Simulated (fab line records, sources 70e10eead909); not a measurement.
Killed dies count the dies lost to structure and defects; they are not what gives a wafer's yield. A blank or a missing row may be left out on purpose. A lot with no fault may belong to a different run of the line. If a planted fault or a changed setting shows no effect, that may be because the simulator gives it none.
Chamber matching    flow nand-harc    NHARC_P_GATE_STRIP_108 on rie-diel-07 has 4 sister chambers
The step strips in O2. 8 wafers are shown with their chamber, then 9 later ones without.

## WAFERS WITH THEIR CHAMBER
wafer   chamber  showerhead-plenum-p-Torr (Torr)  rf-vpp-V (V)
L075.6  0        3.63                             59.1
L077.2  1        3.37                             57.9
L079.2  3        3.66                             59.1
L079.5  2        3.67                             58.0
L079.6  3        3.66                             59.4
L080.1  0        3.62                             57.5
L080.4  1        3.37                             56.9
L080.6  2        3.67                             57.1

## WAFERS WHOSE CHAMBER IS MISSING
wafer   showerhead-plenum-p-Torr (Torr)  rf-vpp-V (V)
L082.1  3.67                             58.2
L082.2  3.37                             56.8
L082.4  3.62                             58.6
L091.1  3.65                             59.6
L091.2  3.37                             56.2
L091.5  3.62                             58.2
L097.1  3.67                             57.8
L097.2  3.37                             57.2
L097.4  3.65                             58.5

## WHICH CHAMBER EACH WENT THROUGH
wafer   from the rows above  in truth
L082.1  2                    2
L082.2  1                    1
L082.4  0                    0
L091.1  3                    3
L091.2  1                    1
L091.5  0                    0
L097.1  2                    2
L097.2  1                    1
L097.4  3                    3
Placed correctly: 9 of 9. Left unplaced by these rows: 0. Number placed wrongly: 0.
How it was worked out, from the rows above alone: a wafer's distance from a chamber is the root of the sum, over the readings, of the square of ((its reading less the chamber's mean) divided by the reading's scatter). The wafer belongs to the nearest chamber; if the next one is less than 2 further off, it can't be placed. For every chamber, the mean is computed from those of its wafers that are shown. The scatter is the square root of a quotient: the sum, over the shown wafers, of each reading's squared deviation from its chamber's mean, divided by wafers minus chambers.
